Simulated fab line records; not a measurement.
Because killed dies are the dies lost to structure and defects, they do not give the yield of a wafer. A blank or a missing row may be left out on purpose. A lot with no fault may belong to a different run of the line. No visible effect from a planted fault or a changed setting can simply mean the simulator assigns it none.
Split-lot trial + flow n5Finfet + 21 wafers read across 7 lots, on a route 1938 steps long

ON THE SPLIT
At N5_BEOL_M7_ETCH_41 (etches SiCN in CH3F/O2, target depth 31.9 nm, time 57.8 s), the setting sourceW was moved away from the recipe's 395 W on 7 of the 21 wafers read, by -8.6% to +16.7%. All remaining wafers had this setting at the recipe value.

Reading taken at the split's own step.

THE READING
rfVppV, in V, at N5_BEOL_M7_ETCH_41 (etches SiCN in CH3F/O2, target depth 31.9 nm, time 57.8 s). A value of 297.7 V with a standard deviation of 1.7 V is what fault-free wafers of this fab line usually give.

| wafer  | tool, chamber at the split | sourceW as run, W | against the recipe | rfVppV, V | against lot-mates on the recipe |
|--------|----------------------------|-------------------|--------------------|-----------|---------------------------------|
| L075.1 | rieDiel-02, 0              | 459.5             | +16.3%             | 281.8     | -17.1                           |
| L075.3 | rieDiel-02, 3              | 459.5             | +16.3%             | 285.4     | -13.5                           |
| L075.4 | rieDiel-02, 2              | 395               | recipe             | 298.9     | -                               |
| L076.1 | rieDiel-05, 1              | 414.6             | +5.0%              | 290.1     | -8.1                            |
| L076.2 | rieDiel-05, 2              | 414.6             | +5.0%              | 292.6     | -5.6                            |
| L076.6 | rieDiel-05, 3              | 395               | recipe             | 298.2     | -                               |
| L081.1 | rieDiel-02, 0              | 395               | recipe             | 294.6     | -                               |
| L081.3 | rieDiel-02, 3              | 395               | recipe             | 299.6     | -                               |
| L081.6 | rieDiel-02, 3              | 395               | recipe             | 298.8     | -                               |
| L083.1 | rieDiel-02, 3              | 395               | recipe             | 301.2     | -                               |
| L083.3 | rieDiel-02, 2              | 395               | recipe             | 298.2     | -                               |
| L083.4 | rieDiel-02, 1              | 395               | recipe             | 298.9     | -                               |
| L086.1 | rieDiel-02, 3              | 395               | recipe             | 298.8     | -                               |
| L086.3 | rieDiel-02, 0              | 361.1             | -8.6%              | 302.4     | +3.5                            |
| L086.5 | rieDiel-02, 3              | 395               | recipe             | 299.0     | -                               |
| L095.2 | rieDiel-02, 3              | 395               | recipe             | 298.7     | -                               |
| L095.5 | rieDiel-02, 0              | 454.5             | +15.1%             | 282.7     | -15.7                           |
| L095.6 | rieDiel-02, 1              | 395               | recipe             | 298.1     | -                               |
| L096.2 | rieDiel-05, 1              | 395               | recipe             | 292.9     | -                               |
| L096.3 | rieDiel-05, 3              | 395               | recipe             | 300.3     | -                               |
| L096.6 | rieDiel-05, 3              | 460.8             | +16.7%             | 282.8     | -13.8                           |

FIT RESULTS
A straight line over all 21 wafers: rfVppV changes by -0.898 V for each +1% of sourceW; r = -0.94; the points scatter about the line by 2.2 V.
The same after taking each lot's own level away (the mean of its wafers on the recipe; 21 wafers): -0.884 V for each +1%; r = -0.95; scatter 2.1 V.
That fit puts the effect of the largest move of sourceW on the reading at 15 V.
The lots' own levels span 296.60 to 299.43 V, that is 1.7 times the standard deviation above.
The two slopes are in agreement: the lot-to-lot level therefore moves the slope only a little.
Check: -15.8 V against its lot-mates is what the line predicts for one of the wafers moved furthest among these (+16.7%) when that wafer is left out of the fit. Against them it came out at -13.8 V.
Tool readings at the split's step, against how far the setting was moved: rfVppV r = -0.94.

OTHER SPLITS APPLIED TO THESE WAFERS
Before the reading, these wafers also passed through other splits. Each is held against what the fit with the lots' levels taken away leaves over:
| other split on the same wafers    | wafers away from the commonest value | r with rfVppV (lot level and that fit taken away) |
|-----------------------------------|--------------------------------------|---------------------------------------------------|
| N5_BEOL_M5_COAT_71 spinRpm        | 10                                   | +0.09                                             |
| N5_BEOL_M6_ILD_DEP_00 timeS       | 8                                    | +0.15                                             |
| N5_BEOL_M6_TRENCH_ETCH_37 sourceW | 9                                    | +0.10                                             |
| N5_BEOL_M7_ETCH_66 biasW          | 7                                    | +0.06                                             |

THE WHOLE CHAIN: every reading that the file lists as answering this split, in the file's order
| step               | what it does                                              | reading                                                       | change (the file's fit)                | r (the file's) |
|--------------------|-----------------------------------------------------------|---------------------------------------------------------------|----------------------------------------|----------------|
| N5_BEOL_M7_ETCH_41 | etches SiCN in CH3F/O2, target depth 31.9 nm, time 57.8 s | rfVppV                                                        | -0.898 V for each +1% of the setting   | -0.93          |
| N5_BEOL_M7_ETCH_41 | etches SiCN in CH3F/O2, target depth 31.9 nm, time 57.8 s | etch.depthNm (the simulator's own value, which no gauge read) | +0.0836 nm for each +1% of the setting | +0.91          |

FILE'S OWN FIT
rfVppV changes by -0.898 V for each +1% of sourceW, r = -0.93.
